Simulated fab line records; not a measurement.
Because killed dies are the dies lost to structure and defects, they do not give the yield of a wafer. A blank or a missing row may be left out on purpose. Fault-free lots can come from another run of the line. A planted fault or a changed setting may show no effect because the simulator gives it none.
fab line records	flow n5_finfet
[record] lots = 7	wafers = 19	last_day = 18
route steps=1938 shown BEOL_M11@1540
lots that met no fault: from a run of the same line without faults
start_h: the number of hours between the record's first day and the start of the first shown wafer of the lot	wait_h: hours elapsed since this lot's preceding step	" identical to the entry in the row above	L1.1+2: several wafers, shown together as one row	- no value, or no start given	* or withheld: withheld	< > ~ a bound
route shown NAME@n: NAME is a module with steps in the file, n the number in the route of the first one	usual: mean/standard deviation of fault-free wafers	same: alike in all rows	chamber/n: place in a boat	sites: readings site by site	_std_site: how widely they spread, as a standard deviation	_edge_site: mean of outer sites minus mean of inner sites	radius_mm: for every site, how far away it sits from the centre of the wafer	mask NAME#n: copy n	behind: the most recent tool/chamber to have shaped the wafer	hold: why the lot went on hold/how many hours it stayed there/how the hold came to an end	device: names the non-switching transistor (n, p or np)	end of line: the route-end tests of the same wafers	step lacking rows: just its recipe	killed: at the first sort, the dies lost to defects and structure; wafer yield is something else	map: per-die view of a wafer (x killed, . not killed, _ where there is no die)
set.NAME: the setting the step ran with; set.NAME@STEP: the setting that earlier step ran with	model.NAME: the simulator's own value behind a step, which no gauge read
certain route steps with their lots: each step a table, each wafer a row
services: when a tool's chamber went out of use (start_h, in hours from the record's first day, below 0 if earlier), for how many hours, and the reason
[[steps]]
[step N5_BEOL_M11_HM_DEP_02]
[recipe] material = TiN	target_thk_a = 200	temp_c = 25	chamber_pressure_pa = 0.49996
[usual] throttle_valve_pct = 30.0/1.2
lot.wafer	tool	chamber	start_h	wait_h	throttle_valve_pct
L710.3	pvd_sputter-02	-	296.66	0.5	31.4
L710.4	"	-	"	"	29.4
L710.5	"	-	"	"	31.4
L712.3	pvd_sputter-01	-	308.29	0.6	27.5
L712.4	"	-	"	"	30.3
L712.6	"	-	"	"	29.2
L716.3	pvd_sputter-01	-	335.09	1.5	27.7
L716.4	"	-	"	"	29.3
L716.6	"	-	"	"	27.6
L717.3	pvd_sputter-03	-	338.79	1.8	29.8
L717.4	"	-	"	"	30.1
L717.6	"	-	"	"	31.3
L718.2	pvd_sputter-02	-	343.41	1.5	28.6
L718.3	"	-	"	"	29.3
L718.6	"	-	"	"	29.4
L722.3	pvd_sputter-01	-	368.00	1.2	30.1
L722.6	"	-	"	"	29.5
L720.3	pvd_sputter-02	-	368.18	0.9	31.8
L720.6	"	-	"	"	29.1
[step N5_BEOL_M11_COAT_59]
[recipe] resist = SOC	temp_c = 250	time_s = 60	spin_rpm = 1500	resist_thk_nm = 100
[step N5_BEOL_M11_COAT_60]
[recipe] resist = SiARC	temp_c = 220	time_s = 60	spin_rpm = 1500	resist_thk_nm = 30
[step N5_BEOL_M11_COAT_05]
[recipe] resist = CAR-ArF	spin_rpm = 1500	resist_thk_nm = 90
[step N5_BEOL_M11_EBR_07]
[recipe] solvent = PGMEA	ebr_width_mm = 1.5
[step N5_BEOL_M11_SOFTBAKE_06]
[recipe] temp_c = 110	time_s = 60	resist = CAR-ArF
[step N5_BEOL_M11_EXPOSE_08]
[recipe] mask_id = M11	na = 1.35	source_shape = dipole	sigma_inner = 0.411	sigma_outer = 0.611	polarization = te	dose_mj = 53.75
[step N5_BEOL_M11_PEB_09]
[recipe] peb_temp_c = withheld	peb_time_s = 60	resist = CAR-ArF
[step N5_BEOL_M11_DEVELOP_10]
[recipe] develop_time_s = 30	developer = TMAH	resist = CAR-ArF	rinse_liquid = diw	dry = air_spin	dev_temp_c = 23
[step N5_BEOL_M11_CD_MEAS_11]
[recipe] target_cd_nm = 64.1	landing_energy_ev = 500	detector = se_inlens	polarity = opening
[usual] cd_nm = 64.3/0.42
lot.wafer	tool	chamber	start_h	wait_h	cd_nm
L710.3	cd_sem-03	0	297.03	-	65.0
L710.4	"	0	"	"	65.0
L710.5	"	0	"	"	63.9
L712.3	cd_sem-03	0	308.79	-	64.5
L712.4	"	0	"	"	64.6
L712.6	"	0	"	"	64.8
L716.3	cd_sem-03	0	335.59	-	64.2
L716.4	"	0	"	"	64.5
L716.6	"	0	"	"	63.8
L717.3	cd_sem-03	0	339.29	-	63.8
L717.4	"	0	"	"	64.8
L717.6	"	0	"	"	64.9
L718.2	cd_sem-03	0	343.80	-	64.7
L718.3	"	0	"	"	64.3
L718.6	"	0	"	"	63.7
L722.3	cd_sem-02	0	368.37	-	64.3
L722.6	"	0	"	"	64.0
L720.3	cd_sem-02	0	368.67	-	63.9
L720.6	"	0	"	"	63.9
[step N5_BEOL_M11_OVL_MEAS_12]
[recipe] points_per_wafer = 44
[usual] M11_OVL = 0.5/0.88
lot.wafer	tool	chamber	start_h	wait_h	M11_OVL[nm]
L710.3	overlay-02	0	297.06	0.0	0.4
L710.4	"	0	"	"	0.3
L710.5	"	0	"	"	0.2
L712.3	overlay-01	0	308.82	0.0	0.9
L712.4	"	0	"	"	1.3
L712.6	"	0	"	"	-0.7
L716.3	overlay-02	0	335.61	0.0	-0.2
L716.4	"	0	"	"	-0.3
L716.6	"	0	"	"	-0.5
L717.3	overlay-01	0	339.32	0.0	-0.4
L717.4	"	0	"	"	-0.1
L717.6	"	0	"	"	0.6
L718.2	overlay-01	0	343.82	0.0	-1.2
L718.3	"	0	"	"	-0.7
L718.6	"	0	"	"	0.0
L722.3	overlay-01	0	368.40	0.0	1.1
L722.6	"	0	"	"	1.6
L720.3	overlay-01	0	368.70	0.0	0.4
L720.6	"	0	"	"	-0.6
[step N5_BEOL_M11_INSPECT_13]
[recipe] mode = adi	inspect_instrument = brightfield
[usual] raw_defect_count = 422/98
lot.wafer	tool	chamber	start_h	wait_h	raw_defect_count
L710.3	defect_inspect-02	-	297.09	0.0	432
L710.4	"	-	"	"	617
L710.5	"	-	"	"	548
L712.3	defect_inspect-01	-	308.84	0.0	320
L712.4	"	-	"	"	458
L712.6	"	-	"	"	332
L716.3	defect_inspect-02	-	335.64	0.0	352
L716.4	"	-	"	"	490
L716.6	"	-	"	"	393
L717.3	defect_inspect-01	-	339.35	0.0	502
L717.4	"	-	"	"	511
L717.6	"	-	"	"	559
L718.2	defect_inspect-01	-	343.85	0.0	432
L718.3	"	-	"	"	418
L718.6	"	-	"	"	332
L722.3	defect_inspect-01	-	368.43	0.0	452
L722.6	"	-	"	"	318
L720.3	defect_inspect-02	-	368.73	0.0	336
L720.6	"	-	"	"	461
[step N5_BEOL_M11_DESCUM_16]
[recipe] chemistry = O2	time_s = 7.9	source_power_w = 50	bias_power_w = 20	pressure_mtorr = 20	rf_frequency_hz = 2.712e+07	temp_c = 40	resist = CAR-ArF	o2_flow_sccm = 225
[usual] drypump_motor_current_A = 5.5/0.31	oes_product_au = 0.80/0.087	rf_vpp_V = 243.0/1.5	showerhead_plenum_p_Torr = 2.09/0.08	throttle_valve_pct = 20.33/0.25
lot.wafer	tool	chamber	start_h	wait_h	drypump_motor_current_A	oes_product_au	rf_hours_counter_h	rf_vpp_V	showerhead_plenum_p_Torr	throttle_valve_pct	model.CAR-ArF_of_BEOL_M11_COAT_05.thk_nm
L710.3	rie_diel-06	3	297.16	0.1	5.1	0.70	245	241.1	1.97	20.49	83.6
L710.4	"	2	"	"	5.9	0.76	133	244.6	2.19	20.19	83.2
L710.5	"	1	"	"	6.0	0.85	-	244.2	2.12	20.15	83.4
L712.3	rie_diel-03	3	308.94	0.1	5.7	0.96	6	241.8	2.06	20.40	83.6
L712.4	"	0	"	"	5.5	0.70	242	242.2	2.06	20.32	83.6
L712.6	"	3	"	"	5.7	0.96	-	242.2	2.06	20.40	83.4
L716.3	rie_diel-06	1	335.87	0.2	6.0	0.84	76	243.8	2.12	20.19	83.2
L716.4	"	0	"	"	5.5	0.83	-	243.7	2.12	20.21	83.2
L716.6	"	2	"	"	5.9	0.75	-	245.0	2.18	20.18	83
L717.3	rie_diel-01	2	339.91	0.6	5.7	0.98	4	243.6	2.06	20.26	83.4
L717.4	"	2	"	"	5.7	0.97	-	241.5	2.06	20.27	83.8
L717.6	"	3	"	"	5.7	0.72	-	241.5	1.99	20.15	83.4
L718.2	rie_diel-06	1	343.88	0.0	6.0	0.83	79	244.3	2.12	20.20	83.4
L718.3	"	3	"	"	5.1	0.97	1	246.6	2.23	20.12	83.8
L718.6	"	0	"	"	5.4	0.82	-	243.6	2.12	20.22	83.2
L722.3	rie_diel-06	3	368.59	0.2	5.1	0.94	8	244.8	2.23	20.11	83.8
L722.6	"	3	"	"	5.1	0.95	-	244.0	2.23	20.13	83
L720.3	rie_diel-06	1	369.14	0.4	6.0	0.82	87	243.3	2.11	20.22	84
L720.6	"	0	"	"	5.5	0.81	-	243.6	2.11	20.23	83.4
[step N5_BEOL_M11_ETCH_61]
[recipe] chemistry = CF4	target = SiARC	target_depth_a = 390	mask_material = CAR-ArF	time_s = 65	ion_energy_ev = 80	pressure_mtorr = 40	source_w = 545	bias_w = 36	Ar_flow_sccm = 100	cf4_flow_sccm = 100	ends = cleared
[usual] drypump_motor_current_A = 5.5/0.31	etch_rf_on_time_s = 64.8/1	oes_product_au = 0.68/0.072	rf_vpp_V = 183.9/1.2	showerhead_plenum_p_Torr = 2.13/0.073	throttle_valve_pct = 15.52/0.25
lot.wafer	tool	chamber	start_h	wait_h	drypump_motor_current_A	etch_rf_on_time_s	oes_product_au	rf_hours_counter_h	rf_vpp_V	showerhead_plenum_p_Torr	throttle_valve_pct	model.CAR-ArF_of_BEOL_M11_COAT_05.thk_nm
L710.3	rie_diel-06	3	297.20	0.0	5.1	65.6	0.60	245	182.8	2.02	15.70	55.6
L710.4	"	2	"	"	5.9	64.0	0.66	133	185.6	2.23	15.36	55.4
L710.5	"	1	"	"	6.0	63.5	0.73	-	184.0	2.17	15.35	55.6
L712.3	rie_diel-03	3	308.98	0.0	5.7	64.4	0.81	6	184.1	2.11	15.47	55.6
L712.4	"	0	"	"	5.6	64.9	0.60	242	183.4	2.11	15.60	55.6
L712.6	"	3	"	"	5.7	65.0	0.81	-	182.6	2.10	15.45	55.4
L716.3	rie_diel-06	1	335.91	0.0	6.0	63.8	0.71	76	185.5	2.17	15.37	55.2
L716.4	"	0	"	"	5.5	63.9	0.70	-	183.7	2.16	15.35	55.4
L716.6	"	2	"	"	5.9	66.0	0.64	-	184.4	2.22	15.39	55.2
L717.3	rie_diel-01	2	339.94	0.0	5.7	64.7	0.82	4	183.1	2.11	15.38	55.6
L717.4	"	2	"	"	5.7	64.1	0.83	-	184.5	2.11	15.39	56
L717.6	"	3	"	"	5.7	64.4	0.62	-	182.9	2.06	15.44	55.6
L718.2	rie_diel-06	1	343.92	0.0	6.0	64.1	0.71	79	185.2	2.17	15.37	55.4
L718.3	"	3	"	"	5.1	66.6	0.82	1	184.5	2.27	15.22	56
L718.6	"	0	"	"	5.5	63.6	0.70	-	184.3	2.16	15.37	55.4
L722.3	rie_diel-06	3	368.63	0.0	5.1	66.1	0.80	8	184.8	2.27	15.23	56
L722.6	"	3	"	"	5.1	65.7	0.80	-	185.6	2.27	15.24	55.2
L720.3	rie_diel-06	1	369.18	0.0	6.0	63.0	0.70	87	184.2	2.16	15.40	56.2
L720.6	"	0	"	"	5.4	64.6	0.68	-	184.3	2.15	15.37	55.4
[step N5_BEOL_M11_ETCH_62]
[recipe] chemistry = N2/H2	target = SOC	target_depth_a = 1100	overetch_a = 220	mask_material = SiARC	temp_c = 40	time_s = 165	ion_energy_ev = 200	pressure_mtorr = 30	source_w = 840	bias_w = 150	n2_flow_sccm = 200	h2_flow_sccm = 200
[usual] drypump_motor_current_A = 5.5/0.31	h2_flow_sccm = 200.1/0.54	oes_product_au = 0.67/0.068	rf_vpp_V = 523.6/2.7	showerhead_plenum_p_Torr = 2.54/0.097	throttle_valve_pct = 17.76/0.24
lot.wafer	tool	chamber	start_h	wait_h	drypump_motor_current_A	h2_flow_sccm	oes_product_au	rf_hours_counter_h	rf_vpp_V	showerhead_plenum_p_Torr	throttle_valve_pct
L710.3	rie_diel-06	3	297.25	0.0	5.1	199.8	0.59	245	519.7	2.40	18.00
L710.4	"	2	"	"	5.9	200.4	0.66	133	527.1	2.67	17.79
L710.5	"	1	"	"	6.0	199.8	0.72	-	524.3	2.58	17.66
L712.3	rie_diel-03	3	309.03	0.0	5.7	200.6	0.80	6	522.4	2.50	17.77
L712.4	"	0	"	"	5.6	200.0	0.60	242	521.9	2.50	17.64
L712.6	"	3	"	"	5.7	200.3	0.80	-	521.7	2.50	17.78
L716.3	rie_diel-06	1	335.96	0.0	6.0	200.6	0.69	76	525.4	2.57	17.69
L716.4	"	0	"	"	5.4	200.0	0.69	-	523.4	2.56	17.54
L716.6	"	2	"	"	6.0	199.9	0.64	-	527.1	2.66	17.80
L717.3	rie_diel-01	2	339.99	0.0	5.7	199.8	0.83	4	522.0	2.50	17.66
L717.4	"	2	"	"	5.7	200.3	0.81	-	523.3	2.50	17.66
L717.6	"	3	"	"	5.7	199.8	0.61	-	520.7	2.44	17.75
L718.2	rie_diel-06	1	343.97	0.0	6.0	199.9	0.70	79	523.0	2.57	17.67
L718.3	"	3	"	"	5.1	199.8	0.82	1	529.3	2.72	17.55
L718.6	"	0	"	"	5.5	200.5	0.69	-	526.2	2.56	17.56
L722.3	rie_diel-06	3	368.68	0.0	5.1	199.5	0.80	8	528.9	2.71	17.57
L722.6	"	3	"	"	5.1	199.5	0.80	-	528.2	2.71	17.56
L720.3	rie_diel-06	1	369.23	0.0	5.9	200.5	0.69	87	524.0	2.57	17.68
L720.6	"	0	"	"	5.4	199.6	0.69	-	525.0	2.56	17.59
[[services]]
tool	chamber	start_h	hours	kind
rie_diel-03	3	274.20	-	clean
rie_diel-03	3	274.20	-	consumable_replace:focus_ring
rie_diel-03	3	274.20	15.2	scheduled_down
rie_diel-03	3	274.20	15.2	vent_cycle
rie_diel-01	0	275.92	17.7	repair
rie_diel-01	2	304.47	-	clean
rie_diel-01	2	304.47	-	consumable_replace:focus_ring
rie_diel-01	2	304.47	25.8	scheduled_down
rie_diel-01	2	304.47	25.8	vent_cycle
rie_diel-06	3	313.37	-	clean
rie_diel-06	3	313.37	-	consumable_replace:esc
rie_diel-06	3	313.37	-	consumable_replace:focus_ring
rie_diel-06	3	313.37	-	consumable_replace:showerhead
rie_diel-06	3	313.37	27.8	scheduled_down
rie_diel-06	3	313.37	27.8	vent_cycle
rie_diel-01	1	330.27	-	clean
rie_diel-01	1	330.27	-	consumable_replace:focus_ring
rie_diel-01	1	330.27	16.7	scheduled_down
rie_diel-01	1	330.27	16.7	vent_cycle
rie_diel-03	-	339.99	0.7	repair
rie_diel-06	0	356.11	2.4	repair
rie_diel-01	0	358.70	5.0	repair
rie_diel-03	0	364.52	16.1	repair
rie_diel-01	0	367.00	3.0	repair
[[key]]
first_sign none at tools or gauges
[model_effect] step = N5_BEOL_M11_DESCUM_16	value = CAR-ArF_of_BEOL_M11_COAT_05.thk_nm	without = 83.27	struck = 83.87
[model_effect] step = N5_BEOL_M11_ETCH_61	value = CAR-ArF_of_BEOL_M11_COAT_05.thk_nm	without = 55.33	struck = 56.07
met_at N5_BEOL_M11_DESCUM_16
struck_wafers L718.3,L720.3,L722.3
onset_between 335.87 343.88
[fault] kind = process_parameter_drift	tool = rie_diel-06	chamber = -	onset_h = 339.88	steps = N5_BEOL_M11_DESCUM_16	channel = time_s	offset = *	shape = step	end_h = 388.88	scope = struck_wafers_only	acts_in = *	stated = *
